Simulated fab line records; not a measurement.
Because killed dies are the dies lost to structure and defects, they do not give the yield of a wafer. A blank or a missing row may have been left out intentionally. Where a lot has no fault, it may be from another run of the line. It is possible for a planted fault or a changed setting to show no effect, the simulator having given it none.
fab line records	flow nandHarc
record lots=14	wafers=42	lastDay=34
route steps=1302 shown P_M0@263
lots untouched by any fault: they come from a run of this same line in which no faults occurred
startH: start of the lot's first displayed wafer, in hours after the record's first day	waitH: how many hours have passed since the lot's step before this one	" identical to the entry in the row above	L1.1+2: one row covering several wafers at once	- either no value or no given start	* or withheld: withheld	< > ~ a bound
route shown NAME@n: NAME is a module with steps in the file, n the number in the route of the first one	usual: mean/standard deviation of fault-free wafers	same: alike in all rows	chamber/n: place in a boat	sites: per-site readings	_std_site: how widely they spread, as a standard deviation	_edge_site: outer sites' mean less inner sites'	radiusMm: how far each site lies from the wafer's centre	mask NAME#n: copy n	behind: the most recent tool/chamber to have shaped the wafer	hold: why the lot went on hold/how many hours it stayed there/how the hold came to an end	device: the n, p or np transistor that did not switch	end of line: at the end of the route, the tests of the same wafers	where a step has no rows: the recipe by itself	killed: dies lost to structure and defects at the first sort, not the wafer's yield	map: dies across one wafer; x = killed, . = not, _ = none there
set.NAME: the setting the step ran with; set.NAME@STEP: the setting that earlier step ran with	model.NAME: the simulator's own value behind a step, which no gauge read
steps of the route over a sample of lots; a table a step, a row a wafer
services: a tool's chamber out of use, with start hour (startH, from the record's first day; less than 0 if before it), hours out, and reason
## steps
# step NHARC_P_M0_CD_MEAS_09
# recipe targetCdNm=90	landingEnergyEv=500
# usual cdNm=90.2/0.72
lot.wafer	tool	chamber	startH	waitH	cdNm
L768.1	cdSem-02	0	133.23	-	89.4
L768.2	"	0	"	"	90.2
L768.5	"	0	"	"	90.1
L769.1	cdSem-03	0	145.67	-	90.2
L769.3	"	0	"	"	89.5
L769.4	"	0	"	"	90.5
L770.1	cdSem-02	0	148.85	-	89.2
L770.4	"	0	"	"	89.4
L770.5	"	0	"	"	89.1
L775.2	cdSem-01	0	202.45	-	90.2
L775.3	"	0	"	"	89.0
L775.5	"	0	"	"	89.4
L776.2	cdSem-02	0	212.50	-	89.5
L776.5	"	0	"	"	89.0
L776.6	"	0	"	"	89.7
L782.3	cdSem-02	0	266.65	-	90.0
L782.5	"	0	"	"	91.8
L782.6	"	0	"	"	90.6
L781.1	cdSem-01	0	268.68	-	89.8
L781.3	"	0	"	"	89.3
L781.6	"	0	"	"	89.0
L783.1	cdSem-03	0	288.77	-	89.9
L783.3	"	0	"	"	90.6
L783.5	"	0	"	"	90.6
L784.1	cdSem-03	0	290.26	-	90.7
L784.3	"	0	"	"	90.2
L784.6	"	0	"	"	90.5
L785.3	cdSem-03	0	301.41	-	89.8
L785.4	"	0	"	"	89.3
L785.6	"	0	"	"	91.2
L786.1	cdSem-01	0	309.18	-	90.0
L786.4	"	0	"	"	89.8
L786.6	"	0	"	"	90.7
L788.1	cdSem-01	0	331.57	-	90.3
L788.4	"	0	"	"	89.5
L788.5	"	0	"	"	90.1
L789.2	cdSem-02	0	346.17	-	90.2
L789.3	"	0	"	"	91.0
L789.5	"	0	"	"	90.7
L790.2	cdSem-03	0	355.13	-	90.4
L790.4	"	0	"	"	89.6
L790.5	"	0	"	"	91.0
# step NHARC_P_M0_ETCH_15
# recipe targetDepthA=1500	overetchA=150	timeS=82.5	c4f8FlowSccm=withheld	arFlowSccm=400	rfW=600	biasW=300	chemistry=C4F8/Ar
# usual oesProductAu=0.956/0.017	rfVppV=439.0/2
lot.wafer	tool	chamber	startH	waitH	oesProductAu	rfHoursCounterH	rfVppV
L768.2	rieDiel-12	3	-	-	0.957	5	439.4
L768.1	"	2	"	"	0.974	5	440.5
L768.5	"	3	"	"	0.958	-	439.9
L769.3	rieDiel-12	2	-	-	0.973	8	441.6
L769.1	"	0	"	"	0.949	9	436.7
L769.4	"	0	"	"	0.947	-	436.3
L770.4	rieDiel-13	0	-	-	0.942	54	441.9
L770.1	"	1	"	"	0.920	55	437.2
L770.5	"	3	"	"	0.920	-	442.0
L775.3	rieDiel-12	2	-	-	0.978	13	441.6
L775.2	"	3	"	"	0.948	12	441.1
L775.5	"	1	"	"	0.963	-	439.2
L776.2	rieDiel-13	3	-	-	0.982	14	438.8
L776.5	"	3	"	"	0.980	-	440.0
L776.6	"	0	"	"	0.975	-	439.9
L782.3	rieDiel-10	1	-	-	0.945	7	441.6
L782.6	"	2	"	"	0.947	-	436.9
L782.5	"	3	"	"	0.952	-	438.8
L781.1	rieDiel-10	1	-	-	0.959	7	441.9
L781.3	"	0	"	"	0.944	8	441.2
L781.6	"	1	"	"	0.951	-	441.7
L783.1	rieDiel-10	0	-	-	0.964	15	439.6
L783.3	"	3	"	"	0.962	13	438.7
L783.5	"	1	"	"	0.969	-	441.4
L784.3	rieDiel-10	0	-	-	0.957	15	442.3
L784.1	"	1	"	"	0.944	14	440.4
L784.6	"	3	"	"	0.985	-	438.5
L785.3	rieDiel-10	2	-	-	0.991	15	437.0
L785.4	"	0	"	"	0.964	18	442.3
L785.6	"	2	"	"	0.985	-	437.2
L786.1	rieDiel-12	3	-	-	0.945	4	439.6
L786.4	"	1	"	"	0.943	5	439.0
L786.6	"	0	"	"	0.945	-	437.2
L788.4	rieDiel-12	1	-	-	0.962	8	438.1
L788.1	"	2	"	"	0.969	7	441.0
L788.5	"	1	"	"	0.964	-	439.2
L789.2	rieDiel-12	0	-	-	0.948	12	437.7
L789.3	"	1	"	"	0.931	12	438.2
L789.5	"	1	"	"	0.940	-	438.2
L790.2	rieDiel-12	1	-	-	0.948	13	439.4
L790.5	"	0	"	"	0.952	-	435.2
L790.4	"	1	"	"	0.943	-	439.0
# step NHARC_P_M0_PRE_CLEAN_29
# recipe timeS=30	tempC=280	gas=H2/He
# usual heaterPowerW=397/56
lot.wafer	tool	chamber	startH	waitH	heaterPowerW
L768.1	pvdSputter-01	-	-	-	374
L768.2	"	-	"	"	391
L768.5	"	-	"	"	311
L769.1	pvdSputter-01	-	-	-	315
L769.4	"	-	"	"	381
L769.3	"	-	"	"	359
L770.4	pvdSputter-03	-	-	-	476
L770.1	"	-	"	"	443
L770.5	"	-	"	"	475
L775.3	pvdSputter-02	-	-	-	415
L775.2	"	-	"	"	406
L775.5	"	-	"	"	420
L776.2	pvdSputter-02	-	-	-	409
L776.5	"	-	"	"	423
L776.6	"	-	"	"	401
L782.3	pvdSputter-01	-	-	-	372
L782.5	"	-	"	"	369
L782.6	"	-	"	"	382
L781.3	pvdSputter-02	-	-	-	532
L781.1	"	-	"	"	420
L781.6	"	-	"	"	414
L783.3	pvdSputter-01	-	-	-	317
L783.1	"	-	"	"	374
L783.5	"	-	"	"	372
L784.1	pvdSputter-01	-	-	-	371
L784.3	"	-	"	"	385
L784.6	"	-	"	"	373
L785.4	pvdSputter-01	-	-	-	319
L785.3	"	-	"	"	374
L785.6	"	-	"	"	315
L786.4	pvdSputter-02	-	-	-	411
L786.1	"	-	"	"	416
L786.6	"	-	"	"	388
L788.4	pvdSputter-01	-	-	-	312
L788.1	"	-	"	"	364
L788.5	"	-	"	"	377
L789.3	pvdSputter-02	-	-	-	412
L789.2	"	-	"	"	403
L789.5	"	-	"	"	408
L790.4	pvdSputter-02	-	-	-	407
L790.2	"	-	"	"	543
L790.5	"	-	"	"	419
# step NHARC_P_M0_PVD_20
# recipe targetThkA=50	biasV=168.6	powerW=15000	chamberPressurePa=0.12	timeS=8.06	substrateTempC=50	material=TaN
# usual biasV=168.8/1.6	cathodeDcPowerW=15000/2.7	throttleValvePct=29.8/1
lot.wafer	tool	chamber	startH	waitH	biasV	cathodeDcPowerW	throttleValvePct
L768.1	pvdSputter-01	-	134.47	-	165.5	14999	30.9
L768.2	"	-	"	"	170.9	14999	30.0
L768.5	"	-	"	"	167.6	14997	30.1
L769.3	pvdSputter-01	-	147.31	-	170.3	14997	30.9
L769.1	"	-	"	"	169.0	14999	31.3
L769.4	"	-	"	"	169.1	15003	29.9
L770.4	pvdSputter-03	-	150.16	-	168.0	15002	30.6
L770.1	"	-	"	"	168.0	14997	28.5
L770.5	"	-	"	"	169.6	14996	28.8
L775.3	pvdSputter-02	-	203.66	-	-	-	-
L775.2	"	-	"	"	-	-	-
L775.5	"	-	"	"	-	-	-
L776.2	pvdSputter-02	-	214.03	-	-	-	-
L776.5	"	-	"	"	-	-	-
L776.6	"	-	"	"	-	-	-
L782.3	pvdSputter-01	-	268.41	-	171.4	15000	29.2
L782.6	"	-	"	"	167.7	15002	29.2
L782.5	"	-	"	"	170.0	14996	31.4
L781.1	pvdSputter-02	-	269.97	-	168.8	14998	27.8
L781.3	"	-	"	"	170.1	15005	30.0
L781.6	"	-	"	"	168.5	15000	27.5
L783.1	pvdSputter-01	-	289.99	-	167.1	15001	31.0
L783.3	"	-	"	"	167.3	15000	30.3
L783.5	"	-	"	"	168.2	14997	29.5
L784.3	pvdSputter-01	-	291.49	-	169.6	14996	30.3
L784.1	"	-	"	"	167.7	14996	31.0
L784.6	"	-	"	"	166.3	15003	31.5
L785.3	pvdSputter-01	-	302.63	-	170.8	15002	29.2
L785.4	"	-	"	"	169.2	15003	30.3
L785.6	"	-	"	"	170.0	15000	29.2
L786.1	pvdSputter-02	-	310.54	-	167.8	15001	29.7
L786.4	"	-	"	"	169.3	15000	27.8
L786.6	"	-	"	"	166.2	15001	29.5
L788.1	pvdSputter-01	-	333.00	-	169.6	15003	30.0
L788.4	"	-	"	"	171.7	14999	29.3
L788.5	"	-	"	"	170.8	14998	30.0
L789.3	pvdSputter-02	-	347.45	-	169.6	15003	30.0
L789.2	"	-	"	"	168.7	14999	30.8
L789.5	"	-	"	"	168.2	15003	30.7
L790.4	pvdSputter-02	-	356.46	-	170.9	14998	29.3
L790.2	"	-	"	"	170.6	15004	29.8
L790.5	"	-	"	"	167.3	15005	27.9
## services
tool	chamber	startH	hours	kind
rieDiel-12	3	136.26	14.0	repair
pvdSputter-03	-	137.19	3.6	repair
pvdSputter-03	-	143.25	6.1	repair
rieDiel-13	-	165.02	9.0	pm
pvdSputter-03	-	170.00	10.0	pm
pvdSputter-02	-	187.08	1.6	repair
pvdSputter-03	-	221.56	6.7	repair
pvdSputter-01	-	226.13	10.0	pm
pvdSputter-02	-	231.66	0.9	repair
rieDiel-12	1	232.76	6.4	repair
rieDiel-10	-	243.97	9.0	pm
rieDiel-13	1	247.01	2.8	repair
rieDiel-13	3	251.03	4.1	repair
rieDiel-12	1	253.50	5.2	repair
rieDiel-12	-	268.60	9.0	pm
rieDiel-10	-	272.89	2.5	repair
pvdSputter-02	-	282.01	10.0	pm
rieDiel-13	2	295.97	3.0	repair
rieDiel-13	-	307.72	0.2	repair
rieDiel-13	0	310.62	4.0	repair
rieDiel-13	3	316.00	31.6	repair
rieDiel-12	2	335.39	2.9	repair
rieDiel-12	2	338.56	23.1	repair
pvdSputter-01	-	349.07	8.2	repair
## key
firstSign step=NHARC_P_M0_PVD_20	reading=toolRecord	direction=missing
effect none on later readings
metAt NHARC_P_M0_PVD_20
struckLots L775,L776
laterRowsLeftOut L775.2,L775.3,L775.5,L776.2,L776.5,L776.6
sortLeftOut L775.2,L775.3,L775.5,L776.2,L776.5,L776.6
notActingAt NHARC_P_M0_CD_MEAS_09,NHARC_P_M0_ETCH_15,NHARC_P_M0_PRE_CLEAN_29
fault kind=skippedStepWhole	tool=pvdSputter-02	chamber=-	onsetH=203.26	steps=NHARC_P_M0_PVD_20	scope=struckLotsOnly
# sortLeftOut: the simulated sort isn't trusted on such a fault, so these wafers' sort isn't shown, and their yield isn't known
# laterRowsLeftOut: the simulator's readings of these wafers behind a module that went badly wrong aren't trusted and aren't shown, but for the sort
